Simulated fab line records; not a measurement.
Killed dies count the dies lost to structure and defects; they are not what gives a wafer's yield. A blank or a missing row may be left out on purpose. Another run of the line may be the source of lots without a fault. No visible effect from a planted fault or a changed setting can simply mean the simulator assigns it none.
fab line records    flow n5_finfet
record lots=9  wafers=27  last_day=17
route steps=1938 shown BEOL_M4@1035
lots with no fault: from the same line, run without faults
start_h: hours from the record's first day to the start of the lot's first wafer shown    wait_h: hours since the lot's step before    " as in the row above    L1.1+2: several wafers, shown together as one row    - no value, or no start was given    * or withheld: withheld    < > ~ a bound
route shown NAME@n: a module of which the file shows steps, and the number in the route of the first    usual: mean/standard deviation taken from wafers without a fault    same: alike in all rows    chamber/n: place in a boat    sites: per-site readings    _std_site: the standard deviation of these    _edge_site: the outer-site mean with the inner-site mean subtracted    radius_mm: how far each site lies from the wafer's centre    mask NAME#n: copy n    behind: the most recent tool/chamber to have shaped the wafer    hold: reason for holding the lot/hours on hold/outcome of the hold    device: transistor that didn't switch, given as n, p or np    end of line: the tests these same wafers got at the end of their route    for a step that has no rows: nothing shown but its recipe    killed: dies lost to structure and defects at the first sort, not the wafer's yield    map: shows each die of a wafer: x if killed, . if not, _ if none is there
set.NAME: the setting that was run; set.NAME@STEP: the one run at that earlier step    model.NAME: the simulator's own value behind a step, which no gauge read
the route's steps for a sample of lots (tables are steps, rows are wafers)
services: from which hour (start_h, from the record's first day; less than 0 if before it) a tool's chamber was out of use, for how many hours, and why
## steps
# step N5_BEOL_M4_OVL_MEAS_12
# recipe points_per_wafer=522
# usual M4_OVL=0.0/0.67
lot.wafer  tool        chamber  start_h  wait_h  M4_OVL[nm]
L479.1     overlay-01  0        179.55   0.0     0.6
L479.4     "           0        "        "       1.0
L479.5     "           0        "        "       0.0
L482.3     overlay-02  0        208.77   0.0     0.5
L482.5     "           0        "        "       0.2
L482.6     "           0        "        "       0.0
L485.1     overlay-01  0        213.89   0.0     0.4
L485.2     "           0        "        "       -0.3
L485.3     "           0        "        "       -0.7
L484.1     overlay-02  0        221.49   0.0     1.0
L484.4     "           0        "        "       0.1
L484.5     "           0        "        "       0.5
L489.1     overlay-01  0        243.98   0.0     0.7
L489.2     "           0        "        "       0.5
L489.5     "           0        "        "       1.1
L490.3     overlay-02  0        246.67   0.0     -0.5
L490.4     "           0        "        "       -0.2
L490.5     "           0        "        "       0.3
L491.2     overlay-01  0        249.01   0.0     1.2
L491.3     "           0        "        "       0.8
L491.5     "           0        "        "       0.9
L492.2     overlay-01  0        252.89   0.0     -0.2
L492.5     "           0        "        "       -0.7
L492.6     "           0        "        "       0.1
L493.2     overlay-02  0        259.38   0.0     0.1
L493.5     "           0        "        "       -0.3
L493.6     "           0        "        "       0.5
# step N5_BEOL_M4_ETCH_74
# recipe chemistry=N2/H2  target=underlayer  target_depth_a=65  mask_material=CAR-EUV  time_s=5.2  ion_energy_ev=200  pressure_mtorr=30  source_w=840  bias_w=150  n2_flow_sccm=200  h2_flow_sccm=200  ends=cleared
# usual drypump_motor_current_A=5.6/0.4  etch_rf_on_time_s=5.20/0.16  oes_product_au=0.70/0.082  rf_vpp_V=525.4/2.9  showerhead_plenum_p_Torr=2.59/0.094  throttle_valve_pct=17.8/0.38
lot.wafer  tool         chamber  start_h  wait_h  drypump_motor_current_A  etch_rf_on_time_s  oes_product_au  rf_hours_counter_h  rf_vpp_V  showerhead_plenum_p_Torr  throttle_valve_pct
L479.1     rie_diel-01  1        179.88   0.0     5.0                      5.22               0.58            225                 527.4     2.63                      18.5
L479.4     "            0        "        "       5.8                      5.22               0.79            -                   526.7     2.59                      17.8
L479.5     "            3        "        "       5.6                      5.35               0.65            -                   524.2     2.55                      17.5
L482.3     rie_diel-05  1        208.89   0.0     5.6                      5.22               0.66            126                 521.0     2.44                      17.8
L482.5     "            1        "        "       5.5                      5.24               0.67            -                   519.3     2.44                      17.8
L482.6     "            2        "        "       5.8                      5.25               0.56            -                   523.3     2.48                      17.9
L485.1     rie_diel-01  1        214.02   0.0     5.0                      5.16               0.58            236                 526.0     2.63                      18.5
L485.2     "            3        "        "       5.6                      5.29               0.66            122                 526.0     2.55                      17.5
L485.3     "            2        "        "       5.9                      5.12               0.82            10                  528.1     2.69                      17.6
L484.1     rie_diel-05  1        221.90   0.0     5.6                      5.22               0.67            130                 521.1     2.44                      17.9
L484.4     "            3        "        "       6.3                      5.13               0.74            38                  522.1     2.45                      17.1
L484.5     "            1        "        "       5.5                      5.20               0.65            -                   522.3     2.44                      17.8
L489.1     rie_diel-01  0        244.36   0.0     5.8                      5.26               0.75            32                  526.1     2.58                      17.8
L489.2     "            3        "        "       5.6                      5.35               0.65            130                 525.3     2.54                      17.5
L489.5     "            3        "        "       5.6                      5.39               0.64            -                   522.7     2.54                      17.5
L490.3     rie_diel-03  1        246.79   0.0     4.9                      5.05               0.77            22                  528.1     2.72                      17.8
L490.4     "            3        "        "       5.4                      5.48               0.65            110                 526.6     2.64                      17.6
L490.5     "            1        "        "       5.0                      5.05               0.76            -                   528.7     2.72                      17.8
L491.2     rie_diel-03  1        249.13   0.0     5.0                      5.02               0.77            23                  527.7     2.72                      17.8
L491.3     "            3        "        "       5.5                      5.45               0.66            110                 528.2     2.64                      17.6
L491.5     "            0        "        "       5.5                      5.35               0.59            -                   521.7     2.42                      18.5
L492.2     rie_diel-03  2        253.01   0.0     6.0                      4.96               0.75            65                  528.9     2.66                      17.4
L492.5     "            2        "        "       6.0                      4.88               0.75            -                   526.8     2.66                      17.4
L492.6     "            3        "        "       5.4                      5.53               0.65            -                   527.8     2.64                      17.6
L493.2     rie_diel-01  2        259.50   0.0     5.9                      5.16               0.78            27                  528.0     2.68                      17.7
L493.5     "            0        "        "       5.8                      5.21               0.75            -                   524.1     2.58                      17.8
L493.6     "            2        "        "       5.9                      5.12               0.79            -                   528.1     2.68                      17.7
# step N5_BEOL_M4_ETCH_63
# recipe chemistry=CF4  target=SiARC  target_depth_a=156  mask_material=CAR-EUV  time_s=26  ion_energy_ev=80  pressure_mtorr=40  source_w=545  bias_w=36  Ar_flow_sccm=100  cf4_flow_sccm=100  ends=cleared
# usual drypump_motor_current_A=5.6/0.4  etch_rf_on_time_s=25.9/0.83  oes_product_au=0.70/0.082  rf_vpp_V=184.5/1.2  showerhead_plenum_p_Torr=2.19/0.076  throttle_valve_pct=15.60/0.25
lot.wafer  tool         chamber  start_h  wait_h  drypump_motor_current_A  etch_rf_on_time_s  oes_product_au  rf_hours_counter_h  rf_vpp_V  showerhead_plenum_p_Torr  throttle_valve_pct
L479.1     rie_diel-01  1        179.90   0.0     5.1                      25.7               0.59            225                 184.7     2.21                      16.00
L479.4     "            0        "        "       5.8                      26.0               0.80            -                   185.8     2.19                      15.52
L479.5     "            3        "        "       5.6                      26.0               0.67            -                   186.6     2.15                      15.35
L482.3     rie_diel-05  1        208.90   0.0     5.6                      26.3               0.67            126                 183.1     2.07                      15.72
L482.5     "            1        "        "       5.6                      26.3               0.67            -                   182.7     2.07                      15.71
L482.6     "            2        "        "       5.8                      25.9               0.58            -                   184.4     2.09                      15.85
L485.1     rie_diel-01  1        214.04   0.0     5.0                      25.7               0.59            236                 184.2     2.21                      16.02
L485.2     "            3        "        "       5.6                      26.3               0.66            122                 184.2     2.14                      15.38
L485.3     "            2        "        "       5.9                      25.3               0.82            10                  186.7     2.28                      15.61
L484.1     rie_diel-05  1        221.92   0.0     5.6                      26.2               0.66            130                 183.1     2.07                      15.73
L484.4     "            3        "        "       6.3                      26.0               0.75            38                  184.5     2.11                      15.20
L484.5     "            1        "        "       5.6                      26.2               0.67            -                   183.0     2.07                      15.71
L489.1     rie_diel-01  0        244.37   0.0     5.7                      26.6               0.75            32                  184.7     2.19                      15.56
L489.2     "            3        "        "       5.6                      26.6               0.65            130                 183.1     2.14                      15.40
L489.5     "            3        "        "       5.6                      26.6               0.64            -                   184.2     2.14                      15.41
L490.3     rie_diel-03  1        246.81   0.0     5.0                      24.8               0.78            22                  186.1     2.28                      15.48
L490.4     "            3        "        "       5.4                      27.4               0.66            110                 183.4     2.24                      15.55
L490.5     "            1        "        "       5.0                      24.5               0.78            -                   185.8     2.28                      15.48
L491.2     rie_diel-03  1        249.15   0.0     5.0                      24.5               0.79            23                  184.1     2.28                      15.49
L491.3     "            3        "        "       5.4                      27.1               0.66            110                 184.4     2.24                      15.56
L491.5     "            0        "        "       5.5                      26.5               0.59            -                   182.3     2.04                      16.06
L492.2     rie_diel-03  2        253.03   0.0     6.0                      24.7               0.74            65                  186.4     2.26                      15.34
L492.5     "            2        "        "       6.0                      24.4               0.74            -                   186.4     2.26                      15.35
L492.6     "            3        "        "       5.4                      27.7               0.65            -                   184.7     2.24                      15.54
L493.2     rie_diel-01  2        259.52   0.0     5.9                      25.5               0.79            27                  186.1     2.27                      15.64
L493.5     "            0        "        "       5.8                      26.3               0.74            -                   183.1     2.18                      15.58
L493.6     "            2        "        "       5.9                      25.3               0.78            -                   185.5     2.27                      15.64
# step N5_BEOL_M4_COAT_68
# recipe resist=SiARC  temp_c=220  time_s=60  spin_rpm=1500  resist_thk_nm=12
# usual spin_speed_rpm=1499.7/1
lot.wafer  tool            chamber  start_h  wait_h  spin_speed_rpm
L479.1     litho_track-04  0        180.34   -       1498.9
L479.4     "               0        "        "       1499.4
L479.5     "               0        "        "       1498.8
L482.3     litho_track-03  0        209.33   -       1499.8
L482.5     "               0        "        "       1500.6
L482.6     "               0        "        "       1499.7
L485.1     litho_track-02  0        214.46   -       1498.2
L485.2     "               0        "        "       1498.8
L485.3     "               0        "        "       1499.0
L484.1     litho_track-03  0        222.44   -       1498.4
L484.4     "               0        "        "       1500.3
L484.5     "               0        "        "       1499.3
L489.1     litho_track-03  0        244.82   -       1498.4
L489.2     "               0        "        "       1499.7
L489.5     "               0        "        "       1500.8
L490.3     litho_track-03  0        247.61   -       1423.2
L490.4     "               0        "        "       1420.1
L490.5     "               0        "        "       1420.9
L491.2     litho_track-04  0        249.67   -       1498.9
L491.3     "               0        "        "       1500.1
L491.5     "               0        "        "       1498.8
L492.2     litho_track-03  0        253.48   -       1421.4
L492.5     "               0        "        "       1421.1
L492.6     "               0        "        "       1420.2
L493.2     litho_track-03  0        259.94   -       1420.7
L493.5     "               0        "        "       1421.3
L493.6     "               0        "        "       1421.4
# step N5_BEOL_M4_RC_MEAS_101
# usual DIBL_N=37.5/2.5  DIBL_P=38/3.1  IOFF_N=0.19/0.059  IOFF_P=0.24/0.061  ION_N=679/16  ION_P=465/9.8  SS_N=72.0/0.8  SS_P=73.7/0.86  VT_N=248/4.5  VT_P=-249/3.5
lot.wafer  tool       chamber  start_h  wait_h  DIBL_N[mV/V]  DIBL_P[mV/V]  IOFF_N[nA/um]  IOFF_P[nA/um]  ION_N[uA/um]  ION_P[uA/um]  SS_N[mV/dec]  SS_P[mV/dec]  VT_N[mV]  VT_P[mV]
L479.1     prober-01  0        188.43   0.0     35.7          36            0.15           0.19           673           458           71.9          72.4          253       -250
L479.4     "          0        "        "       33.3          34            0.11           0.17           651           455           70.6          71.8          255       -253
L479.5     "          0        "        "       37.1          38            0.18           0.24           669           461           71.6          73.8          248       -249
L482.3     prober-01  0        215.59   0.3     33.7          34            0.12           0.17           662           453           71.2          72.9          255       -252
L482.5     "          0        "        "       37.1          39            0.18           0.23           677           464           71.8          73.8          249       -246
L482.6     "          0        "        "       41.1          44            0.31           0.34           705           477           73.1          75.8          244       -245
L485.1     prober-01  0        225.41   0.0     41.4          40            0.27           0.33           702           477           72.5          74.7          244       -244
L485.2     "          0        "        "       37.6          35            0.15           0.21           671           458           71.6          73.5          255       -247
L485.3     "          0        "        "       38.9          38            0.19           0.28           679           468           72.4          73.4          246       -244
L484.1     prober-01  0        237.18   0.1     34.4          35            0.10           0.16           657           453           70.8          73.2          260       -253
L484.4     "          0        "        "       38.7          39            0.18           0.24           673           467           71.8          74.1          247       -249
L484.5     "          0        "        "       37.1          37            0.14           0.20           651           452           71.5          73.1          252       -251
L489.1     prober-02  0        257.03   0.0     37.5          37            0.20           0.30           706           489           70.9          73.4          242       -244
L489.2     "          0        "        "       36.4          34            0.16           0.23           689           470           72.0          72.9          249       -248
L489.5     "          0        "        "       36.5          35            0.18           0.26           684           479           71.7          72.7          249       -244
L491.2     prober-01  0        258.22   0.2     39.9          42            0.28           0.31           702           470           72.3          74.8          242       -245
L491.3     "          0        "        "       39.4          43            0.25           0.32           690           468           71.7          75.0          246       -244
L491.5     "          0        "        "       39.4          43            0.26           0.32           686           470           72.6          74.6          243       -246
L490.3     prober-02  0        259.21   0.3     35.8          36            0.13           0.21           659           465           71.9          73.3          256       -249
L490.4     "          0        "        "       36.5          37            0.14           0.21           658           455           71.5          73.3          252       -250
L490.5     "          0        "        "       38.3          38            0.19           0.27           682           471           72.0          74.3          248       -248
L492.2     prober-02  0        262.83   0.2     36.4          37            0.15           0.19           668           458           71.9          73.5          253       -251
L492.5     "          0        "        "       36.4          37            0.15           0.20           679           466           72.0          73.8          252       -252
L492.6     "          0        "        "       37.9          40            0.19           0.24           689           471           72.1          74.0          248       -248
L493.2     prober-01  0        283.52   0.2     40.7          41            0.24           0.26           697           471           72.1          74.2          243       -248
L493.5     "          0        "        "       38.4          37            0.19           0.20           664           453           72.4          73.8          251       -255
L493.6     "          0        "        "       34.4          34            0.12           0.16           658           449           71.9          72.4          255       -254
## services
tool         chamber  start_h  hours  kind
rie_diel-03  1        157.81   -      clean
rie_diel-03  1        157.81   -      consumable_replace:focus_ring
rie_diel-03  1        157.81   -      consumable_replace:showerhead
rie_diel-03  1        157.81   22.6   scheduled_down
rie_diel-03  1        157.81   22.6   vent_cycle
rie_diel-01  2        159.92   -      clean
rie_diel-01  2        159.92   -      consumable_replace:focus_ring
rie_diel-01  2        159.92   -      consumable_replace:showerhead
rie_diel-01  2        159.92   23.7   scheduled_down
rie_diel-01  2        159.92   23.7   vent_cycle
rie_diel-03  0        167.94   1.8    repair
rie_diel-01  3        233.35   4.4    repair
rie_diel-05  2        248.24   5.7    repair
rie_diel-01  1        255.78   -      clean
rie_diel-01  1        255.78   -      consumable_replace:focus_ring
rie_diel-01  1        255.78   26.3   scheduled_down
rie_diel-01  1        255.78   26.3   vent_cycle
## key
first_sign step=N5_BEOL_M4_COAT_68  reading=spin_speed_rpm  direction=down  sigmas=79  usual=*  struck=*
effect none on later readings
met_at N5_BEOL_M4_COAT_68
struck_lots L490,L492,L493
not_acting_at N5_BEOL_M4_OVL_MEAS_12,N5_BEOL_M4_ETCH_74,N5_BEOL_M4_ETCH_63
onset_between 244.82 247.61
fault kind=process_parameter_drift  tool=litho_track-03  chamber=-  onset_h=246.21  steps=N5_BEOL_M4_COAT_68  channel=spin_rpm  offset=*  shape=step  end_h=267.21  acts_in=*  stated=*
